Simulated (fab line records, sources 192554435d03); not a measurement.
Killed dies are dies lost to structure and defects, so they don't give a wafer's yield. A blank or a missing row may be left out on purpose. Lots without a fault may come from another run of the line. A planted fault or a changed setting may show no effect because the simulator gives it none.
fab line records | flow n5_finfet
record lots=7 wafers=20 last_day=17
route steps=1938 shown MOL_CONTACT_COAG@584 BEOL_M4@1111 PASSIVATION@1936
lots that met no fault: from a run of the same line without faults
start_h: hours from the record's first day to the start of the lot's first wafer shown | wait_h: hours since the lot's step before | " the same as in the row above | L1.1+2: a row that stands for several wafers | - no value, or no start given | * or withheld: withheld | < > ~ a bound
route shown NAME@n: a module of which the file shows steps, and the number in the route of the first | usual: mean/standard deviation of fault-free wafers | same: alike in all rows | chamber/n: place in a boat | sites: the reading at each site | _std_site: their standard deviation | _edge_site: outer sites' mean less inner sites' | radius_mm: how far each site lies from the wafer's centre | mask NAME#n: copy n | behind: the tool/chamber that last shaped the wafer | hold: why the lot was held/for how many hours/how that ended | device: the transistor (n, p or np) that didn't switch | end of line: the same wafers' tests at the end of the route | a step without rows: its recipe alone | killed: dies lost to structure and defects at the first sort, not the wafer's yield | map: a wafer's dies, x killed, . not, _ none there
set.NAME: the setting as run; set.NAME@STEP: as run at that earlier step | model.NAME: the simulator's own value behind a step, which no gauge read
steps of the route over a sample of lots; a table a step, a row a wafer
services: from which hour (start_h, from the record's first day; less than 0 if before it) a tool's chamber was out of use, for how many hours, and why
## steps
# step N5_MOL_CONTACT_COAG_ETCHBACK_135
# recipe chemistry=CHF3 target=SiO2 target_depth_a=250 time_s=16.7 ion_energy_ev=200 pressure_mtorr=30 source_w=610 bias_w=170 Ar_flow_sccm=200 CHF3_flow_sccm=50
# usual drypump_motor_current_A=5.7/0.42 oes_product_au=0.79/0.097 rf_vpp_V=526/7.3 showerhead_plenum_p_Torr=2.38/0.089 throttle_valve_pct=18.77/0.23
# columns lot.wafer tool chamber start_h wait_h drypump_motor_current_A oes_product_au rf_hours_counter_h rf_vpp_V showerhead_plenum_p_Torr throttle_valve_pct
L888.3 rie_diel-01 2 115.21 0.0 5.8 0.71 181 513 2.37 18.84
L888.5 " 0 " " 5.5 0.74 - 531 2.48 18.71
L888.6 " 3 " " 5.5 0.74 - 526 2.36 18.67
L895.3 rie_diel-03 1 144.70 0.0 5.7 0.69 236 520 2.46 19.15
L895.4 " 0 " " 5.4 0.74 169 526 2.28 18.74
L900.1 rie_diel-03 3 180.58 0.0 6.6 0.82 73 534 2.50 18.53
L900.5 " 3 " " 6.6 0.83 - 535 2.50 18.54
L900.6 " 0 " " 5.3 0.73 - 527 2.28 18.76
L905.1 rie_diel-01 2 208.85 0.0 5.8 0.69 213 513 2.36 18.88
L905.2 " 3 " " 5.5 0.72 204 526 2.35 18.72
L905.3 " 0 " " 5.5 0.72 186 529 2.46 18.76
L906.1 rie_diel-06 2 211.95 0.0 5.4 0.95 8 535 2.42 18.42
L906.4 " 3 " " 5.5 0.89 - 522 2.34 18.94
L906.6 " 2 " " 5.4 0.95 - 536 2.42 18.42
L908.1 rie_diel-03 0 221.17 0.0 5.4 0.72 197 527 2.27 18.79
L908.5 " 3 " " 6.6 0.80 - 535 2.50 18.56
L908.6 " 1 " " 5.7 1.01 - 521 2.45 18.79
L909.3 rie_diel-01 3 225.03 0.0 5.5 0.71 209 525 2.35 18.71
L909.5 " 0 " " 5.5 0.71 - 527 2.46 18.78
L909.6 " 1 " " 5.4 0.69 - 520 2.26 19.27
# step N5_MOL_CONTACT_COAG_ETCH_47
# recipe chemistry=CH3F/O2 target=SiNx target_depth_a=270 mask_material=SiO2 stop_on=W over_etch_frac=0.2 ion_energy_ev=120 endpoint=OES-CN pressure_mtorr=30 source_w=395 bias_w=73 Ar_flow_sccm=150 CH3F_flow_sccm=30 O2_flow_sccm=20 ends=end_point
# usual drypump_motor_current_A=5.7/0.43 etch_rf_on_time_s=31.3/0.54 oes_product_au=0.70/0.086 rf_vpp_V=298/4.2 showerhead_plenum_p_Torr=2.00/0.077 throttle_valve_pct=16.40/0.24
# columns lot.wafer tool chamber start_h wait_h drypump_motor_current_A etch_rf_on_time_s oes_product_au rf_hours_counter_h rf_vpp_V showerhead_plenum_p_Torr throttle_valve_pct
L888.3 rie_diel-01 2 115.35 0.0 5.8 32.0 0.64 181 291 1.99 16.46
L888.5 " 0 " " 5.5 31.4 0.66 - 300 2.08 16.35
L888.6 " 3 " " 5.5 31.0 0.67 - 298 1.99 16.31
L895.3 rie_diel-03 1 144.84 0.0 5.7 31.9 0.61 236 295 2.07 16.76
L895.4 " 0 " " 5.4 31.1 0.66 169 298 1.92 16.40
L900.1 rie_diel-03 3 180.72 0.0 6.6 32.2 0.74 73 302 2.11 16.20
L900.5 " 3 " " 6.6 31.9 0.74 - 303 2.11 16.18
L900.6 " 0 " " 5.3 31.3 0.64 - 298 1.92 16.45
L905.1 rie_diel-01 2 208.99 0.0 5.8 32.3 0.61 213 292 1.98 16.52
L905.2 " 3 " " 5.5 31.2 0.65 204 298 1.98 16.38
L905.3 " 0 " " 5.5 31.6 0.65 187 301 2.07 16.41
L906.1 rie_diel-06 2 212.09 0.0 5.3 30.5 0.85 8 304 2.03 16.03
L906.4 " 3 " " 5.6 30.7 0.80 - 295 1.96 16.50
L906.6 " 2 " " 5.3 30.8 0.85 - 304 2.03 16.03
L908.1 rie_diel-03 0 221.31 0.0 5.3 31.5 0.64 198 300 1.91 16.47
L908.5 " 3 " " 6.6 32.2 0.72 - 303 2.10 16.21
L908.6 " 1 " " 5.7 30.1 0.91 - 295 2.06 16.34
L909.3 rie_diel-01 3 225.17 0.0 5.5 31.1 0.64 209 299 1.98 16.36
L909.5 " 0 " " 5.5 31.6 0.64 - 300 2.07 16.41
L909.6 " 1 " " 5.3 31.0 0.63 - 295 1.89 16.89
# step N5_MOL_CONTACT_COAG_ETCH_66
# recipe chemistry=CF4 target=SiARC target_depth_a=130 mask_material=CAR-EUV time_s=21.7 ion_energy_ev=80 pressure_mtorr=40 source_w=545 bias_w=36 Ar_flow_sccm=100 cf4_flow_sccm=100 ends=cleared
# usual drypump_motor_current_A=5.7/0.44 etch_rf_on_time_s=21.9/0.41 oes_product_au=0.66/0.08 rf_vpp_V=184.1/1.3 showerhead_plenum_p_Torr=2.15/0.083 throttle_valve_pct=15.68/0.26
# columns lot.wafer tool chamber start_h wait_h drypump_motor_current_A etch_rf_on_time_s oes_product_au rf_hours_counter_h rf_vpp_V showerhead_plenum_p_Torr throttle_valve_pct
L888.3 rie_diel-03 3 116.26 0.0 6.6 22.3 0.73 51 186.0 2.25 15.34
L888.5 " 1 " " 5.6 21.7 0.60 - 184.5 2.21 16.01
L888.6 " 0 " " 5.3 22.1 0.63 - 182.7 2.06 15.65
L895.3 rie_diel-06 3 145.61 0.0 5.5 21.3 0.81 7 182.4 2.11 15.69
L895.4 " 2 " " 5.4 21.9 0.58 - 185.3 2.18 15.75
L900.1 rie_diel-06 3 181.55 0.0 5.6 21.4 0.78 21 182.7 2.10 15.73
L900.5 " 1 " " 5.5 21.7 0.79 - 181.7 2.09 15.09
L900.6 " 3 " " 5.5 21.5 0.78 - 183.4 2.10 15.72
L905.1 rie_diel-03 3 209.72 0.0 6.6 22.4 0.69 86 184.8 2.24 15.40
L905.2 " 2 " " 5.7 21.8 0.77 24 185.7 2.28 15.59
L905.3 " 0 " " 5.4 21.6 0.61 194 183.7 2.05 15.71
L906.1 rie_diel-03 0 212.82 0.0 5.3 21.6 0.62 195 183.1 2.05 15.72
L906.4 " 2 " " 5.7 21.4 0.77 - 185.4 2.28 15.62
L906.6 " 0 " " 5.3 22.0 0.60 - 183.9 2.05 15.71
L908.1 rie_diel-03 3 222.16 0.0 6.6 22.5 0.69 90 184.8 2.23 15.40
L908.5 " 0 " " 5.3 21.9 0.61 - 182.7 2.05 15.72
L908.6 " 3 " " 6.6 22.3 0.69 - 185.5 2.23 15.41
L909.3 rie_diel-01 3 226.03 0.0 5.5 21.7 0.61 209 183.7 2.11 15.59
L909.5 " 3 " " 5.5 21.6 0.61 - 184.1 2.11 15.60
L909.6 " 2 " " 5.8 22.0 0.59 - 183.6 2.12 15.81
# step N5_MOL_CONTACT_COAG_ETCHBACK_136
# recipe chemistry=CHF3 target=SiO2 target_depth_a=250 time_s=16.7 ion_energy_ev=200 pressure_mtorr=30 source_w=610 bias_w=170 Ar_flow_sccm=200 CHF3_flow_sccm=50
# usual drypump_motor_current_A=5.8/0.44 oes_product_au=0.80/0.099 rf_vpp_V=526/7.6 showerhead_plenum_p_Torr=2.37/0.086 throttle_valve_pct=18.75/0.24
# columns lot.wafer tool chamber start_h wait_h drypump_motor_current_A oes_product_au rf_hours_counter_h rf_vpp_V showerhead_plenum_p_Torr throttle_valve_pct
L888.3 rie_diel-06 2 116.65 0.0 5.3 0.69 231 537 2.43 18.79
L888.5 " 2 " " 5.3 0.69 - 535 2.43 18.77
L888.6 " 0 " " 6.5 0.79 - 534 2.30 18.67
L895.3 rie_diel-06 2 146.57 0.0 5.3 0.52 243 536 2.43 18.78
L895.4 " 3 " " 5.5 0.94 - 522 2.35 18.89
L900.1 rie_diel-06 0 182.39 0.0 6.5 0.75 133 534 2.29 18.71
L900.5 " 1 " " 5.5 0.93 - 513 2.32 18.21
L900.6 " 0 " " 6.5 0.57 - 533 2.29 18.67
L905.1 rie_diel-03 3 210.12 0.0 6.6 0.81 86 534 2.50 18.55
L905.2 " 2 " " 5.7 0.90 25 531 2.54 18.77
L905.3 " 0 " " 5.4 0.71 194 525 2.28 18.79
L906.1 rie_diel-03 0 214.04 0.0 5.3 0.71 195 527 2.27 18.79
L906.4 " 3 " " 6.6 0.80 - 535 2.50 18.56
L906.6 " 0 " " 5.3 0.72 - 526 2.27 18.78
L908.1 rie_diel-01 2 222.55 0.0 5.8 0.69 218 513 2.36 18.90
L908.5 " 3 " " 5.5 0.72 - 526 2.35 18.73
L908.6 " 2 " " 5.8 0.68 - 513 2.36 18.89
L909.3 rie_diel-01 2 226.48 0.0 5.8 0.68 219 512 2.36 18.87
L909.5 " 0 " " 5.5 0.72 - 530 2.46 18.79
L909.6 " 1 " " 5.3 0.70 - 520 2.26 19.27
# step N5_MOL_CONTACT_COAG_ETCH_124
# recipe chemistry=CH3F/O2 target=SiNx target_depth_a=65 mask_material=SOC stop_on=SiOC over_etch_frac=0.3 ion_energy_ev=120 pressure_mtorr=30 source_w=395 bias_w=73 Ar_flow_sccm=150 CH3F_flow_sccm=30 O2_flow_sccm=20 ends=end_point
# usual drypump_motor_current_A=5.8/0.44 oes_product_au=0.69/0.081 rf_vpp_V=299/4.2 showerhead_plenum_p_Torr=1.99/0.075 throttle_valve_pct=16.34/0.25
# columns lot.wafer tool chamber start_h wait_h drypump_motor_current_A oes_product_au rf_hours_counter_h rf_vpp_V showerhead_plenum_p_Torr throttle_valve_pct
L888.3 rie_diel-06 2 116.72 0.0 5.4 0.59 231 304 2.04 16.41
L888.5 " 2 " " 5.4 0.59 - 305 2.04 16.41
L888.6 " 0 " " 6.5 0.68 - 304 1.93 16.28
L895.3 rie_diel-06 2 146.63 0.0 5.3 0.27 243 304 2.04 16.41
L895.4 " 3 " " 5.5 0.80 - 296 1.97 16.42
L900.1 rie_diel-06 0 182.46 0.0 6.5 0.66 133 302 1.92 16.33
L900.5 " 1 " " 5.5 0.78 - 292 1.94 15.78
L900.6 " 0 " " 6.5 0.29 - 302 1.92 16.31
L905.1 rie_diel-03 3 210.18 0.0 6.6 0.71 86 304 2.11 16.17
L905.2 " 2 " " 5.7 0.77 25 301 2.14 16.34
L905.3 " 0 " " 5.4 0.61 194 298 1.91 16.44
L906.1 rie_diel-03 0 214.10 0.0 5.3 0.61 195 300 1.91 16.42
L906.4 " 3 " " 6.6 0.70 - 304 2.11 16.18
L906.6 " 0 " " 5.3 0.61 - 298 1.91 16.42
L908.1 rie_diel-01 2 222.61 0.0 5.8 0.60 218 291 1.98 16.50
L908.5 " 3 " " 5.5 0.61 - 299 1.98 16.36
L908.6 " 2 " " 5.8 0.60 - 290 1.98 16.51
L909.3 rie_diel-01 2 226.54 0.0 5.8 0.59 219 290 1.98 16.53
L909.5 " 0 " " 5.5 0.62 - 299 2.07 16.38
L909.6 " 1 " " 5.3 0.59 - 297 1.89 16.87
# step N5_MOL_CONTACT_COAG_ETCH_48
# recipe chemistry=C4F6/O2 target_depth_a=150 overetch_a=45 mask_material=SOC target=SiOC bias_w=465 pressure_mtorr=10 time_s=17 source_w=335 Ar_flow_sccm=300 C4F6_flow_sccm=10 O2_flow_sccm=10 ion_energy_ev=576
# usual drypump_motor_current_A=5.8/0.44 oes_product_au=0.66/0.086 rf_vpp_V=1595/22 showerhead_plenum_p_Torr=2.83/0.1 throttle_valve_pct=40.7/0.36
# columns lot.wafer tool chamber start_h wait_h drypump_motor_current_A oes_product_au rf_hours_counter_h rf_vpp_V showerhead_plenum_p_Torr throttle_valve_pct
L888.3 rie_diel-06 2 116.76 0.0 5.3 0.58 231 1621 2.90 40.4
L888.5 " 2 " " 5.3 0.59 - 1621 2.90 40.4
L888.6 " 0 " " 6.5 0.60 - 1619 2.75 40.7
L895.3 rie_diel-06 2 146.67 0.0 5.4 0.26 243 1621 2.89 40.3
L895.4 " 3 " " 5.5 0.80 - 1584 2.80 41.0
L900.1 rie_diel-06 0 182.50 0.0 6.5 0.65 133 1617 2.74 40.8
L900.5 " 1 " " 5.4 0.76 - 1562 2.76 39.9
L900.6 " 0 " " 6.5 0.29 - 1616 2.74 40.6
L905.1 rie_diel-03 3 210.22 0.0 6.6 0.69 86 1618 2.98 40.3
L905.2 " 2 " " 5.7 0.73 25 1613 3.03 40.8
L905.3 " 0 " " 5.3 0.60 194 1596 2.72 40.4
L906.1 rie_diel-03 0 214.14 0.0 5.4 0.59 195 1596 2.72 40.4
L906.4 " 3 " " 6.6 0.66 - 1620 2.98 40.3
L906.6 " 0 " " 5.3 0.60 - 1595 2.72 40.4
L908.1 rie_diel-01 2 222.65 0.0 5.8 0.58 218 1557 2.81 40.9
L908.5 " 3 " " 5.5 0.56 - 1594 2.80 40.8
L908.6 " 2 " " 5.8 0.58 - 1558 2.81 40.9
L909.3 rie_diel-01 2 226.58 0.0 5.8 0.53 219 1558 2.81 40.9
L909.5 " 0 " " 5.5 0.56 - 1602 2.94 40.7
L909.6 " 1 " " 5.4 0.55 - 1577 2.70 41.2
# step N5_BEOL_M4_RC_MEAS_101
# usual DIBL_N=36.4/1.6 DIBL_P=36.2/1.8 IOFF_N=0.159/0.029 IOFF_P=0.21/0.034 ION_N=670/12 ION_P=459/8.2 SS_N=71.5/0.59 SS_P=73.2/0.54 VT_N=250/3.3 VT_P=-250/3.7
# columns lot.wafer tool chamber start_h wait_h DIBL_N[mV/V] DIBL_P[mV/V] IOFF_N[nA/um] IOFF_P[nA/um] ION_N[uA/um] ION_P[uA/um] SS_N[mV/dec] SS_P[mV/dec] VT_N[mV] VT_P[mV]
L888.3 prober-02 0 188.80 0.3 35.8 37.4 0.150 0.20 673 460 71.2 73.4 248 -251
L888.5 " 0 " " 36.6 37.3 0.153 0.20 659 447 71.3 73.6 251 -252
L888.6 " 0 " " 36.6 37.5 0.164 0.21 671 459 71.5 73.1 251 -254
L895.4 prober-01 0 244.42 0.5 35.8 34.4 0.130 0.16 657 441 71.6 72.5 257 -258
L900.1 prober-01 0 272.43 0.0 36.2 35.0 0.141 0.21 664 462 71.5 73.0 252 -249
L900.5 " 0 " " 36.7 34.4 0.149 0.19 656 459 71.7 72.9 253 -251
L906.1 prober-01 0 290.31 0.0 38.3 39.3 0.193 0.27 676 464 72.3 73.4 247 -246
L906.4 " 0 " " 35.2 37.0 0.148 0.23 677 467 70.9 73.4 249 -246
L906.6 " 0 " " 37.8 40.3 0.189 0.29 679 473 72.2 74.0 245 -243
L905.1 prober-01 0 293.59 0.0 36.0 35.5 0.161 0.20 663 454 71.7 72.9 253 -254
L905.2 " 0 " " 34.9 33.7 0.129 0.17 654 449 71.8 72.5 257 -254
L905.3 " 0 " " 36.2 38.1 0.158 0.23 675 464 72.1 73.4 253 -251
L908.1 prober-02 0 304.09 0.0 39.1 37.3 0.199 0.22 683 460 71.9 73.5 247 -250
L908.5 " 0 " " 38.5 36.3 0.188 0.21 695 470 71.4 73.1 245 -250
L908.6 " 0 " " 39.0 38.0 0.196 0.25 679 462 71.4 73.4 245 -246
L909.3 prober-02 0 311.25 0.3 35.5 34.9 0.113 0.14 649 443 71.2 72.3 257 -262
L909.5 " 0 " " 38.6 39.7 0.190 0.20 673 453 72.2 73.7 250 -253
L909.6 " 0 " " 36.9 37.1 0.152 0.16 675 455 71.9 72.9 251 -258
# step N5_PASSIVATION_PROBE_49
# usual defect_limited_yield=91.1/1.5 killed_at_M0_to_M3=33/9.9 killed_at_M4_up=14/5.2 killed_at_contacts=12/6.7 killed_at_front_end=43/13 killed_at_other=3.4/2.7 killed_dies=105/17 killed_on_rim=14/4.2 killed_open=69/13 killed_short=33/7.5 sort_bin_5_function=5.2/0.91 sort_bin_6_memory=3.3/0.71 sort_n_pass=1075/17 sort_yield_pct=91.1/1.5
# same gross_dies=1180 killed_at_back_side=0 sort_bin_4_leakage[%]=0 sort_bin_8_speed[%]=0
# columns lot.wafer tool chamber start_h wait_h defect_limited_yield[%] killed_at_M0_to_M3 killed_at_M4_up killed_at_contacts killed_at_front_end killed_at_other killed_dies killed_on_rim killed_open killed_short sort_bin_5_function[%] sort_bin_6_memory[%] sort_n_pass sort_yield_pct[%]
L895.3 prober-01 - 342.68 0.1 1.9 41 19 1048 50 0 1158 152 86 44 93.6 4.1 22 1.9
L895.4 prober-01 - 342.73 0.2 92.3 34 12 12 33 0 91 8 67 24 4.9 2.6 1089 92.3
L900.1 prober-02 - 370.08 0.0 90.0 24 14 22 56 2 118 12 76 42 5.7 4.2 1062 90.0
L900.5 prober-02 - 370.28 0.2 91.8 26 8 17 43 3 97 14 71 26 4.6 3.6 1083 91.8
L900.6 prober-02 - 370.33 0.3 0.5 33 14 1075 49 3 1174 151 85 37 94.9 4.0 6 0.5
L906.1 prober-02 - 388.19 0.0 93.1 29 7 3 38 5 82 11 54 28 4.0 2.8 1098 93.1
L906.4 prober-02 - 388.34 0.2 91.5 31 16 14 34 5 100 16 63 33 4.5 3.6 1080 91.5
L906.6 prober-02 - 388.44 0.3 90.0 22 16 19 60 1 118 13 80 36 5.3 4.3 1062 90.0
L905.1 prober-02 - 397.43 0.0 89.9 46 14 6 50 3 119 18 79 39 6.3 3.6 1061 89.9
L905.2 prober-02 - 397.48 0.1 88.1 36 12 12 78 3 141 21 91 48 6.4 5.2 1039 88.1
L905.3 prober-02 - 397.53 0.1 89.2 27 12 18 70 1 128 12 85 41 6.4 4.1 1052 89.2
L908.1 prober-02 - 406.77 0.0 91.2 38 20 8 36 2 104 17 65 38 5.3 3.2 1076 91.2
L908.5 prober-02 - 406.97 0.2 90.8 29 20 12 45 2 108 16 71 34 5.1 3.7 1072 90.8
L908.6 prober-02 - 407.02 0.3 91.6 26 19 17 36 1 99 11 60 39 5.3 2.8 1081 91.6
L909.3 prober-02 - 417.63 0.1 91.2 45 17 5 25 12 104 8 69 35 5.3 3.1 1076 91.2
L909.5 prober-02 - 417.73 0.2 93.6 25 10 2 32 7 76 12 51 25 3.6 2.6 1104 93.6
L909.6 prober-02 - 417.78 0.3 94.0 35 15 4 15 2 71 11 45 26 3.5 2.2 1109 94.0
# killed by level:class
L895.3 MOL_CONTACT_COAG:area_etch=1027 MOL_CONTACT_COAG:geometric_particle:open=17 BEOL_M1:geometric_particle:open=14 STI_FIN_REVEAL:geometric_particle:open=13 BEOL_M0_SAQP:geometric_particle:short=10 BEOL_M4:geometric_particle:open=7 ILD0:geometric_particle:short=7 FIN_SAQP:geometric_particle:open=6
L895.4 BEOL_M3:geometric_particle:open=17 MOL_CONTACT_COAG:geometric_particle:open=11 FIN_SAQP:geometric_particle:open=7 STI_FIN_REVEAL:geometric_particle:open=6 BEOL_M0_SAQP:geometric_particle:short=5 ILD0:geometric_particle:open=4 GATE_CUT:geometric_particle:open=4 BEOL_M2:geometric_particle:open=4
L900.1 MOL_CONTACT_COAG:geometric_particle:open=22 STI_FIN_REVEAL:geometric_particle:open=18 FIN_SAQP:geometric_particle:short=13 FIN_SAQP:geometric_particle:open=12 BEOL_M0_SAQP:geometric_particle:short=11 BEOL_M4:geometric_particle:open=7 BEOL_M2:geometric_particle:short=5 BEOL_M0_SAQP:geometric_particle:open=3
L900.5 STI_FIN_REVEAL:geometric_particle:open=29 MOL_CONTACT_COAG:geometric_particle:open=13 BEOL_M2:geometric_particle:open=7 BEOL_M0_SAQP:geometric_particle:open=6 BEOL_M0_SAQP:geometric_particle:short=5 BEOL_M3:geometric_particle:open=5 MOL_CONTACT_COAG:geometric_particle:short=4 STARTING-WAFER:geometric_particle:short=3
L900.6 MOL_CONTACT_COAG:area_etch=1052 FIN_SAQP:geometric_particle:open=18 MOL_CONTACT_COAG:geometric_particle:open=16 STI_FIN_REVEAL:geometric_particle:open=13 BEOL_M2:geometric_particle:open=11 MOL_CONTACT_COAG:geometric_particle:short=7 BEOL_M0_SAQP:geometric_particle:short=5 BEOL_M3:geometric_particle:short=5
L906.1 STI_FIN_REVEAL:geometric_particle:open=8 BEOL_M2:geometric_particle:open=8 FIN_SAQP:geometric_particle:short=7 STARTING-WAFER:geometric_particle:open=7 BEOL_M1:geometric_particle:open=6 BEOL_M3:geometric_particle:open=5 FIN_SAQP:geometric_particle:open=4 MOL_CONTACT_COAG:geometric_particle:open=3
L906.4 MOL_CONTACT_COAG:geometric_particle:open=11 BEOL_M2:geometric_particle:open=11 STI_FIN_REVEAL:geometric_particle:open=9 FIN_SAQP:geometric_particle:short=6 BEOL_M3:geometric_particle:open=6 BEOL_M4:geometric_particle:open=5 FIN_SAQP:geometric_particle:open=4 STARTING-WAFER:geometric_particle:short=4
L906.6 STI_FIN_REVEAL:geometric_particle:open=19 MOL_CONTACT_COAG:geometric_particle:open=14 BEOL_M4:geometric_particle:open=10 FIN_SAQP:geometric_particle:short=8 BEOL_M3:geometric_particle:open=7 STI_FIN_REVEAL:geometric_particle:short=6 FIN_SAQP:geometric_particle:open=5 MOL_CONTACT_COAG:geometric_particle:short=5
L905.1 BEOL_M3:geometric_particle:open=19 FIN_SAQP:geometric_particle:open=16 FIN_SAQP:geometric_particle:short=11 BEOL_M0_SAQP:geometric_particle:short=8 MOL_CONTACT_COAG:geometric_particle:open=6 BEOL_M0_SAQP:geometric_particle:open=6 STI_FIN_REVEAL:geometric_particle:open=5 BEOL_M0:geometric_particle:open=5
L905.2 FIN_SAQP:geometric_particle:open=22 FIN_SAQP:geometric_particle:short=18 STI_FIN_REVEAL:geometric_particle:open=12 BEOL_M0_SAQP:geometric_particle:open=8 BEOL_M3:geometric_particle:open=8 MOL_CONTACT_COAG:geometric_particle:open=7 BEOL_M0_SAQP:geometric_particle:short=6 MOL_CONTACT_COAG:geometric_particle:short=5
L905.3 FIN_SAQP:geometric_particle:open=27 FIN_SAQP:geometric_particle:short=13 STI_FIN_REVEAL:geometric_particle:open=10 MOL_CONTACT_COAG:geometric_particle:open=10 BEOL_M0_SAQP:geometric_particle:short=9 MOL_CONTACT_COAG:geometric_particle:short=7 GATE_CUT:geometric_particle:short=4 GATE_CUT:geometric_particle:open=4
L908.1 BEOL_M1:geometric_particle:open=10 FIN_SAQP:geometric_particle:short=9 BEOL_M3:geometric_particle:open=9 FIN_SAQP:geometric_particle:open=8 MOL_CONTACT_COAG:geometric_particle:open=7 BEOL_M0_SAQP:geometric_particle:open=7 BEOL_M4:geometric_particle:open=7 BEOL_M5:geometric_particle:short=5
L908.5 FIN_SAQP:geometric_particle:short=13 MOL_CONTACT_COAG:geometric_particle:open=11 FIN_SAQP:geometric_particle:open=10 BEOL_M3:geometric_particle:open=8 DUMMY_GATE:geometric_particle:open=7 BEOL_M4:geometric_particle:open=7 STI_FIN_REVEAL:geometric_particle:open=6 BEOL_M1:geometric_particle:open=6
L908.6 MOL_CONTACT_COAG:geometric_particle:open=12 FIN_SAQP:geometric_particle:short=10 BEOL_M4:geometric_particle:open=10 BEOL_M1:geometric_particle:open=9 BEOL_M3:geometric_particle:open=6 FIN_SAQP:geometric_particle:open=5 STI_FIN_REVEAL:geometric_particle:open=5 MOL_CONTACT_COAG:geometric_particle:short=5
L909.3 BEOL_M0_SAQP:geometric_particle:open=16 BEOL_M0_SAQP:geometric_particle:short=11 BEOL_M4:geometric_particle:open=11 BEOL_M0:geometric_particle:open=5 BEOL_M2:geometric_particle:open=5 MOL_CONTACT_COAG:geometric_particle:open=4 PASS1_CAP:geometric_particle:open=4 FIN_SAQP:geometric_particle:open=3
L909.5 BEOL_M0_SAQP:geometric_particle:open=12 DUMMY_GATE:geometric_particle:open=10 BEOL_M0_SAQP:geometric_particle:short=6 STARTING-WAFER:geometric_particle:open=6 BEOL_M4:geometric_particle:open=5 FIN_SAQP:geometric_particle:open=4 STARTING-WAFER:geometric_particle:short=4 DUMMY_GATE:geometric_particle:short=3
L909.6 BEOL_M0_SAQP:geometric_particle:short=12 BEOL_M0_SAQP:geometric_particle:open=10 BEOL_M4:geometric_particle:open=6 DUMMY_GATE:geometric_particle:open=4 MOL_CONTACT_COAG:geometric_particle:open=4 BEOL_M6:geometric_particle:open=4 FIN_SAQP:geometric_particle:open=3 BEOL_M0:geometric_particle:open=3
## services
# columns tool chamber start_h hours kind
rie_diel-01 1 95.89 7.1 repair
rie_diel-06 3 104.22 - clean
rie_diel-06 3 104.22 - consumable_replace:focus_ring
rie_diel-06 3 104.22 26.0 scheduled_down
rie_diel-06 3 104.22 26.0 vent_cycle
rie_diel-06 - 127.09 0.4 repair
rie_diel-03 2 127.13 - clean
rie_diel-03 2 127.13 - consumable_replace:focus_ring
rie_diel-03 2 127.13 - consumable_replace:showerhead
rie_diel-03 2 127.13 11.0 scheduled_down
rie_diel-03 2 127.13 11.0 vent_cycle
rie_diel-06 1 130.24 - clean
rie_diel-06 1 130.24 - consumable_replace:focus_ring
rie_diel-06 1 130.24 18.3 scheduled_down
rie_diel-06 1 130.24 18.3 vent_cycle
rie_diel-06 2 166.95 - clean
rie_diel-03 2 177.94 5.5 repair
rie_diel-03 1 183.66 - clean
rie_diel-03 1 183.66 - consumable_replace:focus_ring
rie_diel-03 1 183.66 31.7 scheduled_down
rie_diel-03 1 183.66 31.7 vent_cycle
rie_diel-06 0 200.50 16.6 repair
rie_diel-03 - 205.84 0.2 repair
rie_diel-03 2 220.89 7.3 repair
## key
first_sign step=N5_MOL_CONTACT_COAG_ETCH_124 reading=oes_product_au direction=down sigmas=5 usual=0.69 struck=0.28
effect step=N5_MOL_CONTACT_COAG_ETCH_48 reading=oes_product_au direction=down sigmas=4.5 usual=0.66 struck=0.27
effect step=N5_PASSIVATION_PROBE_49 reading=killed_at_contacts direction=up sigmas=99+ usual=12 struck=1062
more_kills_born_at N5_MOL_CONTACT_COAG_ETCH_48@rie_diel-06=2079
met_at N5_MOL_CONTACT_COAG_ETCHBACK_136
struck_lots L895,L900
struck_wafers L895.3,L900.6
later_rows_left_out L895.3,L900.6
not_acting_at N5_MOL_CONTACT_COAG_ETCHBACK_135,N5_MOL_CONTACT_COAG_ETCH_47,N5_MOL_CONTACT_COAG_ETCH_66
onset_between 116.65 146.57
fault kind=process_parameter_drift tool=rie_diel-06 chamber=- onset_h=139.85 steps=N5_MOL_CONTACT_COAG_ETCHBACK_136 channel=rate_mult offset=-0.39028 shape=step end_h=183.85 scope=struck_wafers_only
# later_rows_left_out: the simulator's readings of these wafers behind a module that went badly wrong aren't trusted and aren't shown, but for the sort
